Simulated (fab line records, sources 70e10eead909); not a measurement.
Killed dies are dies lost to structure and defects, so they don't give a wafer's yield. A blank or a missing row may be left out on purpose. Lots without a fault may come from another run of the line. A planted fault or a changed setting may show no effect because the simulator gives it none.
fab line records | flow nand_harc
record lots=13 wafers=39 last_day=33
route steps=1302 shown P_ZERO_WELL@67 P_STI@72 END@1302
lots that met no fault: from a run of the same line without faults
start_h: hours from the record's first day to the start of the lot's first wafer shown | wait_h: hours since the lot's step before | " the same as in the row above | L1.1+2: a row that stands for several wafers | - no value, or no start given | * or withheld: withheld | < > ~ a bound
route shown NAME@n: a module of which the file shows steps, and the number in the route of the first | usual: mean/standard deviation of fault-free wafers | same: alike in all rows | chamber/n: place in a boat | sites: the reading at each site | _std_site: their standard deviation | _edge_site: outer sites' mean less inner sites' | radius_mm: how far each site lies from the wafer's centre | mask NAME#n: copy n | behind: the tool/chamber that last shaped the wafer | hold: why the lot was held/for how many hours/how that ended | device: the transistor (n, p or np) that didn't switch | end of line: the same wafers' tests at the end of the route | a step without rows: its recipe alone | killed: dies lost to structure and defects at the first sort, not the wafer's yield | map: a wafer's dies, x killed, . not, _ none there
set.NAME: the setting as run; set.NAME@STEP: as run at that earlier step | model.NAME: the simulator's own value behind a step, which no gauge read
steps of the route over a sample of lots; a table a step, a row a wafer
services: from which hour (start_h, from the record's first day; less than 0 if before it) a tool's chamber was out of use, for how many hours, and why
## steps
# step NHARC_P_ZERO_WELL_RTA_42
# recipe temp_c=1100 time_s=300
# usual lamp_power_pct=34.1/0.79 lamp_zone_1_pct=34.1/0.79 lamp_zone_3_pct=34.1/0.79 wafer_temp_C_max=1104.2/1
# columns lot.wafer tool chamber start_h wait_h lamp_power_pct lamp_zone_1_pct lamp_zone_3_pct wafer_temp_C_max
L738.3 rtp_anneal-02 0 77.16 - 33.3 33.3 33.3 1103.0
L738.4 " 0 " " 33.3 33.3 33.3 1102.8
L738.5 " 0 " " 33.4 33.2 33.3 1105.3
L739.1 rtp_anneal-01 0 87.01 - 34.9 34.9 34.9 1104.0
L739.3 " 0 " " 34.9 35.0 34.9 1103.7
L739.5 " 0 " " 34.9 34.9 34.9 1104.5
L740.2 rtp_anneal-01 0 97.04 - 34.9 34.9 34.9 1103.7
L740.3 " 0 " " 34.9 34.9 34.9 1103.5
L740.5 " 0 " " 34.9 34.8 34.9 1103.8
L741.1 rtp_anneal-01 0 106.90 - 34.9 34.9 35.0 1103.2
L741.2 " 0 " " 34.9 35.0 35.0 1104.9
L741.4 " 0 " " 35.0 35.0 34.9 1105.5
L742.1 rtp_anneal-02 0 116.91 - 33.3 33.4 33.4 1103.7
L742.2 " 0 " " 33.3 33.4 33.3 1103.2
L742.6 " 0 " " 33.4 33.4 33.4 1105.4
L743.1 rtp_anneal-01 0 126.88 - 34.9 35.0 34.9 1104.3
L743.2 " 0 " " 34.9 34.9 35.0 1105.8
L743.6 " 0 " " 35.0 34.9 34.9 1105.2
L745.1 rtp_anneal-01 0 149.36 - 34.8 34.8 34.9 1104.0
L745.3 " 0 " " 35.0 34.8 34.9 1105.0
L745.5 " 0 " " 34.9 34.9 34.8 1104.9
L746.1 rtp_anneal-02 0 156.93 - 33.3 33.4 33.4 1103.3
L746.4 " 0 " " 33.3 33.4 33.4 1105.1
L746.6 " 0 " " 33.3 33.4 33.4 1103.1
L747.1 rtp_anneal-02 0 166.77 - 33.4 33.3 33.3 1102.8
L747.5 " 0 " " 33.3 33.4 33.4 1103.8
L747.6 " 0 " " 33.4 33.4 33.4 1104.4
L753.1 rtp_anneal-01 0 227.06 - 34.9 35.0 34.9 1105.2
L753.4 " 0 " " 34.9 35.0 34.9 1104.9
L753.5 " 0 " " 34.9 34.9 35.0 1103.9
L754.1 rtp_anneal-02 0 239.21 - 33.3 33.4 33.4 1103.4
L754.5 " 0 " " 33.4 33.3 33.4 1102.3
L754.6 " 0 " " 33.3 33.3 33.3 1104.8
L755.1 rtp_anneal-01 0 247.29 - 35.0 34.9 35.0 1104.5
L755.3 " 0 " " 35.0 34.9 34.9 1106.2
L755.5 " 0 " " 34.9 34.9 35.0 1104.4
L756.1 rtp_anneal-02 0 256.94 - 33.4 33.4 33.4 1103.2
L756.3 " 0 " " 33.3 33.4 33.3 1102.9
L756.6 " 0 " " 33.3 33.3 33.3 1103.4
# step NHARC_P_STI_OXIDE_29
# recipe target_thk_a=100 temp_c=900 ox_time_s=1362 material=SiO2
# columns lot.wafer tool chamber start_h wait_h
L738.3+4+5 furnace-07 0 82.35 -
L739.1+3+5 furnace-08 0 92.01 -
L740.2+3+5 furnace-03 0 100.85 -
L741.1+2+4 furnace-08 0 112.27 -
L742.1+2+6 furnace-07 0 123.44 -
L743.1+2+6 furnace-03 0 132.56 -
L745.1+3+5 furnace-08 0 153.48 -
L746.1+4+6 furnace-03 0 163.69 -
L747.1+5+6 furnace-03 0 174.70 -
L753.1+4+5 furnace-03 0 232.10 -
L754.1+5+6 furnace-03 0 243.14 -
L755.1+3+5 furnace-03 0 251.33 -
L756.1+3+6 furnace-08 0 263.15 -
# step NHARC_P_STI_INSPECT_11
# usual raw_defect_count=5.6/2.5
# columns lot.wafer tool chamber start_h wait_h raw_defect_count
L738.3 defect_inspect-02 - 93.74 0.0 4
L738.4 " - " " 4
L738.5 " - " " 10
L739.1 defect_inspect-01 - 103.20 0.0 8
L739.3 " - " " 11
L739.5 " - " " 7
L740.2 defect_inspect-02 - 114.02 0.0 7
L740.3 " - " " 5
L740.5 " - " " 6
L741.1 defect_inspect-02 - 123.65 0.0 6
L741.2 " - " " 6
L741.4 " - " " 7
L742.1 defect_inspect-01 - 134.80 0.0 3
L742.2 " - " " 6
L742.6 " - " " 13
L743.1 defect_inspect-01 - 143.86 0.0 9
L743.2 " - " " 2
L743.6 " - " " 6
L745.1 defect_inspect-02 - 164.89 0.0 4
L745.3 " - " " 3
L745.5 " - " " 7
L746.1 defect_inspect-02 - 174.94 0.0 11
L746.4 " - " " 15
L746.6 " - " " 4
L747.1 defect_inspect-02 - 186.15 0.0 2
L747.5 " - " " 6
L747.6 " - " " 3
L753.1 defect_inspect-01 - 243.48 0.0 33
L753.4 " - " " 26
L753.5 " - " " 43
L754.1 defect_inspect-02 - 254.48 0.0 37
L754.5 " - " " 30
L754.6 " - " " 28
L755.1 defect_inspect-01 - 262.73 0.0 33
L755.3 " - " " 35
L755.5 " - " " 31
L756.1 defect_inspect-02 - 274.47 0.0 4
L756.3 " - " " 5
L756.6 " - " " 8
# step NHARC_P_STI_ETCH_15
# recipe target_depth_a=3000 taper_deg=4 time_s=100.1 hbr_flow_sccm=150 cl2_flow_sccm=50 rf_w=400 icp_w=400 bias_w=100 chemistry=HBr/Cl2
# usual drypump_motor_current_A=5.4/0.32 hbr_flow_sccm=150.0/0.38 oes_product_au=1.000/0.012 throttle_valve_pct=26.405/0.0098
# columns lot.wafer tool chamber start_h wait_h drypump_motor_current_A hbr_flow_sccm oes_product_au rf_hours_counter_h throttle_valve_pct
L738.3 rie_si-02 1 94.16 - 5.6 148.9 1.025 1.1 26.417
L738.4 " 2 " " 5.7 150.4 0.989 1.0 26.428
L738.5 " 0 " " 4.9 150.0 1.000 - 26.408
L739.3 rie_si-05 1 103.61 - 5.3 149.9 0.998 1.0 26.402
L739.1 " 0 " " 5.2 149.9 0.980 0.8 26.411
L739.5 " 1 " " 5.4 149.7 0.995 - 26.407
L740.2 rie_si-02 3 114.46 - 6.0 150.0 1.019 0.0 26.380
L740.3 " 0 " " 4.9 150.2 1.003 0.0 26.407
L740.5 " 2 " " 5.7 149.7 1.014 - 26.413
L741.2 rie_si-06 0 124.10 - 4.8 149.8 0.997 0.4 26.420
L741.1 " 2 " " 5.7 150.5 1.008 0.4 26.409
L741.4 " 2 " " 5.7 150.7 1.004 - 26.399
L742.2 rie_si-02 1 135.30 - 5.6 149.7 1.011 0.1 26.403
L742.1 " 3 " " 5.9 149.5 1.009 0.1 26.397
L742.6 " 0 " " 4.9 150.0 0.991 - 26.406
L743.1 rie_si-02 0 144.28 - 4.9 150.1 0.990 0.2 26.401
L743.2 " 1 " " 5.6 150.0 1.012 0.3 26.398
L743.6 " 3 " " 5.9 150.1 1.022 - 26.407
L745.3 rie_si-05 0 165.36 - 5.3 150.3 0.991 0.1 26.430
L745.1 " 2 " " 5.3 149.5 0.992 0.2 26.402
L745.5 " 0 " " 5.3 150.0 0.986 - 26.412
L746.1 rie_si-02 1 175.35 - 5.6 150.8 1.019 0.4 26.408
L746.4 " 0 " " 5.0 149.7 0.996 0.4 26.413
L746.6 " 2 " " 5.7 150.3 1.003 - 26.406
L747.1 rie_si-05 1 186.61 - 5.4 150.0 0.995 0.3 26.402
L747.5 " 2 " " 5.4 150.2 1.000 - 26.406
L747.6 " 3 " " 5.2 149.8 0.995 - 26.411
L753.4 rie_si-05 3 243.89 - 5.2 150.2 0.995 0.8 26.405
L753.1 " 1 " " 5.4 150.3 0.997 0.6 26.406
L753.5 " 3 " " 5.2 149.8 0.994 - 26.396
L754.1 rie_si-02 3 254.91 - 6.0 150.1 1.035 0.8 26.407
L754.6 " 2 " " 5.7 149.9 1.012 - 26.393
L754.5 " 3 " " 5.9 149.4 1.036 - 26.385
L755.1 rie_si-02 0 263.14 - 5.0 149.9 0.999 1.0 26.421
L755.3 " 1 " " 5.6 150.3 1.013 1.0 26.400
L755.5 " 1 " " 5.6 149.9 1.006 - 26.412
L756.1 rie_si-06 2 274.95 - 5.7 149.9 0.999 0.1 26.412
L756.3 " 0 " " 4.8 149.9 0.989 0.1 26.405
L756.6 " 2 " " 5.7 149.6 1.005 - 26.407
# step NHARC_END_SORT_01
# recipe temp_c=25
# usual killed_at_array=55/22 killed_at_other=1.1/1.4 killed_at_periphery=4/3.2 killed_dies=59/22 killed_open=3.3/1.8 killed_short=2.5/1.5
# same gross_dies=677
# columns lot.wafer tool chamber start_h wait_h killed_at_array killed_at_other killed_at_periphery killed_dies killed_open killed_short
L754.1 prober-01 0 776.58 2.5 59 2 32 93 5 3
L754.5 prober-01 0 779.78 3.7 72 1 24 97 7 2
L754.6 prober-01 0 780.58 4.0 68 1 20 89 3 1
L755.1 prober-02 0 776.59 2.5 18 1 24 43 3 1
L755.3 prober-02 0 778.17 3.1 23 3 31 57 3 2
L755.5 prober-02 0 779.76 3.7 22 0 21 43 0 3
L753.1 prober-02 0 790.23 8.4 59 1 23 83 3 3
L753.4 prober-02 0 792.62 9.3 66 0 20 86 8 2
L753.5 prober-02 0 793.41 9.6 61 2 33 96 4 3
# killed by level:class
L754.1 P_STI:unspecified=29 A_CHANNEL_HOLE_D2:chamber_film_flake=16 A_CHANNEL_HOLE_D1:chamber_film_flake=12 A_SLIT:chamber_film_flake=11 A_CONTACT:chamber_film_flake=9 A_SGD_CUT:chamber_film_flake=3 P_CONTACT:geometric_particle:open=2 A_CHANNEL_HOLE_D2:geometric_particle:short=2
L755.1 P_STI:unspecified=23 A_CONTACT:chamber_film_flake=9 A_SLIT:chamber_film_flake=2 P_GATE:geometric_particle:open=1 A_CHANNEL_HOLE_D2:geometric_particle:short=1 A_CHANNEL_FILL_D2:geometric_particle:open=1 A_M1:geometric_particle:open=1 A_ZERO_WELL:chamber_film_flake=1
L755.3 P_STI:unspecified=28 A_SLIT:chamber_film_flake=11 P_GATE:chamber_film_flake=3 THIN_TSV:chamber_film_flake=3 A_ZERO_WELL:chamber_film_flake=2 A_CONTACT:chamber_film_flake=2 A_CHANNEL_FILL_D1:geometric_particle:open=1 A_ONON_D2:geometric_particle:short=1
L755.5 P_STI:unspecified=21 A_CONTACT:chamber_film_flake=9 A_SLIT:chamber_film_flake=6 A_CHANNEL_FILL_D2:geometric_particle:short=1 A_WL_FILL:geometric_particle:short=1 A_BLC:geometric_particle:short=1 A_CHANNEL_HOLE_D1:chamber_film_flake=1 A_CHANNEL_HOLE_D2:chamber_film_flake=1
L754.5 A_CHANNEL_HOLE_D2:chamber_film_flake=25 P_STI:unspecified=23 A_CHANNEL_HOLE_D1:chamber_film_flake=15 A_CONTACT:chamber_film_flake=11 A_SGD_CUT:chamber_film_flake=4 A_SLIT:chamber_film_flake=3 A_ONON_D1:geometric_particle:short=2 A_BLC:geometric_particle:open=2
L754.6 A_CHANNEL_HOLE_D2:chamber_film_flake=26 A_CHANNEL_HOLE_D1:chamber_film_flake=21 P_STI:unspecified=20 A_SLIT:chamber_film_flake=7 A_CONTACT:chamber_film_flake=7 A_SOURCE_PLATE:geometric_particle:open=1 A_CHANNEL_FILL_D1:geometric_particle:short=1 A_CONTACT:geometric_particle:open=1
L753.1 A_SLIT:chamber_film_flake=33 P_STI:unspecified=21 A_CHANNEL_HOLE_D1:chamber_film_flake=14 A_CONTACT:chamber_film_flake=4 A_M0:geometric_particle:open=2 P_M1:geometric_particle:open=1 A_CHANNEL_FILL_D1:geometric_particle:short=1 A_CHANNEL_FILL_D2:geometric_particle:short=1
L753.4 A_SLIT:chamber_film_flake=29 A_CHANNEL_HOLE_D1:chamber_film_flake=18 P_STI:unspecified=17 A_CONTACT:chamber_film_flake=6 A_ONON_D2:geometric_particle:open=2 A_STAIRCASE:chamber_film_flake=2 P_CONTACT:geometric_particle:open=1 P_M2:geometric_particle:open=1
L753.5 P_STI:unspecified=31 A_SLIT:chamber_film_flake=29 A_CHANNEL_HOLE_D1:chamber_film_flake=16 A_CONTACT:chamber_film_flake=9 P_GATE:geometric_particle:open=1 P_CONTACT:geometric_particle:open=1 A_CHANNEL_FILL_D1:geometric_particle:open=1 A_DECK1_JOINT:geometric_particle:open=1
## services
# columns tool chamber start_h hours kind
rie_si-06 - 72.00 9.0 pm
rie_si-06 3 91.99 35.6 repair
rie_si-02 - 100.00 9.0 pm
rie_si-02 0 100.00 9.0 vent_cycle
rie_si-02 1 100.00 9.0 vent_cycle
rie_si-02 2 100.00 9.0 vent_cycle
rie_si-02 3 100.00 9.0 vent_cycle
rie_si-02 0 109.00 - clean
rie_si-02 1 109.00 - clean
rie_si-02 2 109.00 - clean
rie_si-02 3 109.00 - clean
rie_si-05 - 128.00 9.0 pm
rie_si-05 0 128.00 9.0 vent_cycle
rie_si-05 1 128.00 9.0 vent_cycle
rie_si-05 2 128.00 9.0 vent_cycle
rie_si-06 1 162.19 4.5 repair
rie_si-02 1 183.98 4.8 repair
rie_si-02 2 188.78 1.2 repair
rie_si-02 3 218.23 3.5 repair
rie_si-02 - 224.90 0.6 repair
rie_si-06 1 245.42 1.5 repair
rie_si-06 - 249.00 9.0 pm
rie_si-06 1 262.14 7.5 repair
rie_si-05 1 267.12 1.5 repair
## key
first_sign step=NHARC_P_STI_INSPECT_11 reading=raw_defect_count direction=up sigmas=11 usual=5.6 struck=32.9
effect step=NHARC_END_SORT_01 reading=killed_at_periphery direction=up sigmas=6.9 usual=4 struck=25
met_at NHARC_P_STI_OXIDE_29
struck_lots L753,L754,L755
struck_wafers L753.1,L753.4,L753.5,L754.1,L754.5,L754.6,L755.1,L755.3,L755.5
tester_left_out L753,L754,L755
not_acting_at NHARC_P_ZERO_WELL_RTA_42,NHARC_P_STI_ETCH_15
onset_between 174.70 232.10
fault kind=chamber_particle_source tool=furnace-03 chamber=0 onset_h=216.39 steps=NHARC_P_STI_OXIDE_29 rate_per_visit_cm2=0.041808 end_h=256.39
# tester_left_out: of these lots the tester's yield and bins aren't shown, on N5 and GAA mostly nor the transistor test; their killed dies are dies lost to structure and defects alone, not to doping, threshold or leakage, so they don't give the yield
